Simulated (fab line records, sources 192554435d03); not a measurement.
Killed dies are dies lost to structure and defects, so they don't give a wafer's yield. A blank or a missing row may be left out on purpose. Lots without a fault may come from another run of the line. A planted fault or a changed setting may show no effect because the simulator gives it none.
Which tool did it? | flow n5_finfet | 8 lots, 24 wafers sampled, at 7 steps of a route of 1938

WHAT THE GAUGES READ, wafer by wafer
N5_BEOL_M4_RC_MEAS_101. Usual: DIBL_N 36.1 mV/V, standard deviation 2.3; DIBL_P 36 mV/V, standard deviation 3.2; IOFF_N 0.16 nA/um, standard deviation 0.045; IOFF_P 0.21 nA/um, standard deviation 0.049; ION_N 674 uA/um, standard deviation 14; ION_P 462 uA/um, standard deviation 8.4; SS_N 71.6 mV/dec, standard deviation 0.83; SS_P 73.2 mV/dec, standard deviation 0.87; VT_N 249 mV, standard deviation 3.8; VT_P -250 mV, standard deviation 3.4.
lot  | measured     | on        | DIBL_N (mV/V)  | DIBL_P (mV/V) | IOFF_N (nA/um) | IOFF_P (nA/um) | ION_N (uA/um) | ION_P (uA/um) | SS_N (mV/dec)  | SS_P (mV/dec)  | VT_N (mV)   | VT_P (mV)      | flag
L270 | day 10 20:59 | prober-02 | 35.1 39.1 37.9 | 34 39 37      | 0.13 0.20 0.18 | 0.21 0.28 0.25 | 659 675 673   | 461 466 465   | 70.7 72.3 71.7 | 72.9 73.6 73.7 | 250 248 248 | -249 -246 -245 |
L278 | day 12 22:52 | prober-02 | 34.9 36.0 34.8 | 34 36 33      | 0.12 0.14 0.12 | 0.15 0.19 0.15 | 652 668 645   | 444 456 439   | 70.7 71.9 70.9 | 71.9 73.5 72.9 | 253 251 254 | -255 -255 -257 |
L275 | day 13 01:20 | prober-02 | 37.0 38.4 36.7 | 38 39 37      | 0.19 0.20 0.19 | 0.25 0.25 0.23 | 671 679 683   | 455 465 464   | 72.0 72.7 72.6 | 73.9 74.4 73.6 | 246 249 250 | -247 -249 -249 |
L282 | day 13 09:17 | prober-02 | 34.9 35.4 34.2 | 35 33 33      | 0.13 0.13 0.11 | 0.20 0.17 0.15 | 682 662 648   | 472 458 444   | 71.0 71.3 70.2 | 73.2 72.0 72.0 | 253 251 257 | -250 -255 -256 |
L280 | day 13 15:51 | prober-01 | 33.8 34.2 34.2 | 34 34 34      | 0.16 0.14 0.15 | 0.22 0.21 0.21 | 667 662 684   | 462 460 474   | 71.5 71.5 71.1 | 73.0 72.4 73.1 | 248 250 248 | -248 -249 -249 |
L277 | day 13 23:03 | prober-02 | 37.8 42.2 36.9 | 38 44 37      | 0.18 0.31 0.17 | 0.23 0.34 0.22 | 684 692 694   | 470 471 468   | 72.6 73.7 71.5 | 73.9 76.2 73.5 | 251 243 246 | -250 -247 -250 |
L283 | day 15 08:49 | prober-02 | 37.5 32.3 33.1 | 37 30 31      | 0.18 0.11 0.11 | 0.23 0.14 0.15 | 666 656 658   | 457 448 453   | 72.6 70.9 71.1 | 73.9 71.3 72.1 | 248 255 252 | -250 -256 -254 |
L287 | day 15 19:12 | prober-01 | 34.4 35.0 35.4 | 36 37 37      | 0.14 0.14 0.15 | 0.16 0.19 0.19 | 672 678 676   | 458 466 465   | 71.9 72.0 72.3 | 72.9 73.1 73.5 | 251 254 251 | -255 -256 -253 |

N5_BEOL_M10_THK_MEAS_01. Usual: M10_ILD_THK 268 nm, standard deviation 4.2.
lot  | measured     | on            | M10_ILD_THK (nm) | flag
L270 | day 13 04:27 | film_metro-02 | 263 272 266      |
L278 | day 14 19:18 | film_metro-01 | 265 275 275      |
L275 | day 15 00:51 | film_metro-02 | 270 265 275      |
L282 | day 16 05:21 | film_metro-02 | 269 266 272      |
L280 | day 16 16:26 | film_metro-02 | 259 266 263      |
L277 | day 16 15:11 | film_metro-01 | 263 268 267      |
L283 | day 17 22:15 | film_metro-02 | 271 263 275      |
L287 | day 18 03:02 | film_metro-02 | 261 270 271      |

N5_BEOL_M10_OCD_MEAS_38. Usual: trench_depth_nm 147 nm, standard deviation 4.
lot  | measured     | on     | trench_depth_nm (nm) | flag
L270 | day 13 08:48 | ocd-02 | 143 149 141          |
L278 | day 15 01:39 | ocd-01 | - - -                | OFF
L275 | day 15 04:38 | ocd-02 | - - -                | OFF
L282 | day 16 13:55 | ocd-02 | - - -                | OFF
L280 | day 16 21:21 | ocd-01 | 151 149 149          |
L277 | day 16 21:18 | ocd-01 | 146 144 143          |
L283 | day 18 03:14 | ocd-01 | 153 146 146          |
L287 | day 18 06:41 | ocd-02 | 148 144 148          |

WHICH TOOL RAN EACH LOT (tool, then ch and the chambers of the sampled wafers, then the start)
lot  | N5_BEOL_M9_CMP_52             | N5_BEOL_M10_DESCUM_16              | N5_BEOL_M10_STRIP_67               | N5_BEOL_M10_VIA_ETCH_34
L270 | cmp-04 ch 0,2, day 13 02:55   | rie_diel-04 ch 0,2, day 13 05:50   | rie_diel-04 ch 0,2, day 13 06:04   | rie_diel-03 ch 0,3, day 13 08:31
L278 | cmp-01 ch 0,2, day 14 18:15   | rie_diel-04 ch 0,1,3, day 14 22:16 | rie_diel-04 ch 0,1,3, day 14 22:30 | rie_diel-03 ch 1,2, day 15 01:22
L275 | cmp-04 ch 1,2,3, day 14 23:53 | rie_diel-04 ch 2,3, day 15 02:52   | rie_diel-04 ch 2,3, day 15 03:06   | rie_diel-01 ch 1,2, day 15 04:21
L282 | cmp-01 ch 0,2,3, day 16 01:14 | rie_diel-01 ch 0,1,3, day 16 06:02 | rie_diel-01 ch 0,1,3, day 16 06:16 | rie_diel-01 ch 0,1,3, day 16 13:37
L280 | cmp-01 ch 1,2,3, day 16 14:30 | rie_diel-04 ch 0,1,2, day 16 17:50 | rie_diel-04 ch 0,1,2, day 16 18:04 | rie_diel-01 ch 1,3, day 16 21:04
L277 | cmp-03 ch 0,1, day 16 13:00   | rie_diel-04 ch 0,3, day 16 17:35   | rie_diel-04 ch 0,3, day 16 17:49   | rie_diel-03 ch 1,2,3, day 16 21:01
L283 | cmp-04 ch 0,3, day 17 21:10   | rie_diel-04 ch 0,1,2, day 17 23:17 | rie_diel-04 ch 0,1,2, day 17 23:32 | rie_diel-03 ch 0,1, day 18 02:57
L287 | cmp-01 ch 1,2, day 18 01:58   | rie_diel-04 ch 1,2, day 18 04:23   | rie_diel-04 ch 1,2, day 18 04:37   | rie_diel-03 ch 1,3, day 18 06:23
- N5_BEOL_M9_CMP_52: polishes, stops on SiCOH lowk, t overpolish 7 s, target thk 140 nm.
- N5_BEOL_M10_DESCUM_16: chemistry O2, time 7.9 s.
- N5_BEOL_M10_STRIP_67: strips in CF4.
- N5_BEOL_M10_VIA_ETCH_34: etches SiCOH lowk in C4F6/O2, target depth 184.5 nm, time 69.2 s.

WHAT THE TOOLS THEMSELVES READ (means of the sampled wafers that have a number; where no wafer has one, the mark that the record gives instead)
N5_BEOL_M9_CMP_52. Usual: barrier_field_endpoint_s 28.8 s, standard deviation 0.93; motor_current_A 6.0 A, standard deviation 0.5; overpolish_run_s 7.000 s, standard deviation 0.0091; time_to_endpoint_s 66 s, standard deviation 4.4.
lot  | tool   | barrier_field_endpoint_s (s) | motor_current_A (A) | overpolish_run_s (s) | time_to_endpoint_s (s) | flag
L270 | cmp-04 | 29.2                         | 6.1                 | 7.000                | 67                     |
L278 | cmp-01 | 28.6                         | 6.1                 | 6.989                | 62                     |
L275 | cmp-04 | 29.7                         | 6.2                 | 7.014                | 69                     |
L282 | cmp-01 | 28.5                         | 6.2                 | 7.004                | 67                     |
L280 | cmp-01 | 28.9                         | 5.7                 | 6.995                | 67                     |
L277 | cmp-03 | 28.5                         | 6.3                 | 7.000                | 66                     |
L283 | cmp-04 | 27.9                         | 5.9                 | 7.002                | 59                     |
L287 | cmp-01 | 28.3                         | 5.4                 | 7.001                | 60                     |

N5_BEOL_M10_DESCUM_16. Usual: drypump_motor_current_A 5.67 A, standard deviation 0.21; oes_product_au 0.80 a.u., standard deviation 0.08; rf_vpp_V 242.8 V, standard deviation 1.4; showerhead_plenum_p_Torr 2.06 Torr, standard deviation 0.069; throttle_valve_pct 20.44 %, standard deviation 0.29.
lot  | tool        | drypump_motor_current_A (A) | oes_product_au (a.u.) | rf_vpp_V (V) | showerhead_plenum_p_Torr (Torr) | throttle_valve_pct (%) | flag
L270 | rie_diel-04 | 5.69                        | 0.88                  | 243.5        | 2.09                            | 20.52                  |
L278 | rie_diel-04 | 5.67                        | 0.80                  | 242.6        | 2.08                            | 20.63                  |
L275 | rie_diel-04 | 5.34                        | 0.83                  | 244.1        | 2.15                            | 20.48                  |
L282 | rie_diel-01 | 5.73                        | 0.80                  | 243.9        | 2.06                            | 20.23                  |
L280 | rie_diel-04 | 5.72                        | 0.86                  | 242.0        | 2.08                            | 20.42                  |
L277 | rie_diel-04 | 5.44                        | 0.74                  | 243.2        | 2.12                            | 20.86                  |
L283 | rie_diel-04 | 5.71                        | 0.84                  | 242.6        | 2.07                            | 20.42                  |
L287 | rie_diel-04 | 5.58                        | 0.85                  | 243.3        | 2.10                            | 20.30                  |

N5_BEOL_M10_STRIP_67. Usual: bias_power_w 74.99 W, standard deviation 0.2; cf4_flow_sccm 150.0 sccm, standard deviation 0.47; drypump_motor_current_A 5.66 A, standard deviation 0.21; oes_product_au 0.80 a.u., standard deviation 0.073; rf_vpp_V 270.7 V, standard deviation 1.5; showerhead_plenum_p_Torr 1.77 Torr, standard deviation 0.054; throttle_valve_pct 13.61 %, standard deviation 0.27.
lot  | tool        | bias_power_w (W) | cf4_flow_sccm (sccm) | drypump_motor_current_A (A) | oes_product_au (a.u.) | rf_vpp_V (V) | showerhead_plenum_p_Torr (Torr) | throttle_valve_pct (%) | flag
L270 | rie_diel-04 | 74.95            | 149.8                | 5.72                        | 0.89                  | 270.4        | 1.78                            | 13.51                  |
L278 | rie_diel-04 | -                | -                    | -                           | -                     | -            | -                               | -                      | OFF
L275 | rie_diel-04 | -                | -                    | -                           | -                     | -            | -                               | -                      | OFF
L282 | rie_diel-01 | -                | -                    | -                           | -                     | -            | -                               | -                      | OFF
L280 | rie_diel-04 | 75.16            | 149.7                | 5.71                        | 0.85                  | 270.5        | 1.77                            | 13.45                  |
L277 | rie_diel-04 | 74.84            | 150.0                | 5.44                        | 0.75                  | 271.7        | 1.81                            | 13.97                  |
L283 | rie_diel-04 | 75.14            | 150.1                | 5.71                        | 0.84                  | 271.2        | 1.77                            | 13.49                  |
L287 | rie_diel-04 | 74.90            | 149.5                | 5.59                        | 0.85                  | 271.7        | 1.79                            | 13.37                  |

N5_BEOL_M10_VIA_ETCH_34. Usual: bias_w 185.0 W, standard deviation 0.51; drypump_motor_current_A 5.70 A, standard deviation 0.17; oes_product_au 0.77 a.u., standard deviation 0.081; rf_vpp_V 661 V, standard deviation 25; showerhead_plenum_p_Torr 2.79 Torr, standard deviation 0.08; throttle_valve_pct 20.94 %, standard deviation 0.27.
lot  | tool        | bias_w (W) | drypump_motor_current_A (A) | oes_product_au (a.u.) | rf_vpp_V (V) | showerhead_plenum_p_Torr (Torr) | throttle_valve_pct (%) | flag
L270 | rie_diel-03 | 185.2      | 5.60                        | 0.73                  | 646          | 2.76                            | 20.93                  |
L278 | rie_diel-03 | 185.1      | 5.91                        | 0.27                  | 653          | 2.85                            | 20.91                  | OFF
L275 | rie_diel-01 | 184.8      | 5.62                        | 0.28                  | 699          | 2.87                            | 21.13                  | OFF
L282 | rie_diel-01 | 185.4      | 5.73                        | 0.30                  | 676          | 2.82                            | 20.70                  | OFF
L280 | rie_diel-01 | 185.1      | 5.63                        | 0.80                  | 705          | 2.89                            | 20.88                  |
L277 | rie_diel-03 | 185.0      | 5.80                        | 0.70                  | 648          | 2.78                            | 21.06                  |
L283 | rie_diel-03 | 185.2      | 5.69                        | 0.78                  | 634          | 2.74                            | 21.03                  |
L287 | rie_diel-03 | 184.6      | 5.74                        | 0.71                  | 639          | 2.71                            | 21.16                  |

THE ANSWER, worked out from the rows above alone
Rule: a lot is off if the mean of its wafers that have a number lies more than 3 standard deviations from the usual mean. A lot without any number at a reading at which 4 lots or more have one is off too. The other lots that the step has rows for count as sound. The gauges are gone through in route order, then the tools' own readings, and for those a lot's mean is taken as printed above. The first step at which some lot is off is used, and at that step the reading that is off furthest; a lot without a number counts as furthest.
Off: L278, L275, L282, at N5_BEOL_M10_OCD_MEAS_38 (trench_depth_nm). Without a number there: L278, L275, L282.
A tool fits if, at a process step before that reading, it ran every lot that is off, and no sound lot after the first of them. The gauges at N5_BEOL_M10_OCD_MEAS_38 aren't tried: what is off there is off at N5_BEOL_M10_STRIP_67 too, on other tools, and a gauge's error can't cause that. None of those tried fits.

WHAT THE SIMULATOR HAD PUT IN
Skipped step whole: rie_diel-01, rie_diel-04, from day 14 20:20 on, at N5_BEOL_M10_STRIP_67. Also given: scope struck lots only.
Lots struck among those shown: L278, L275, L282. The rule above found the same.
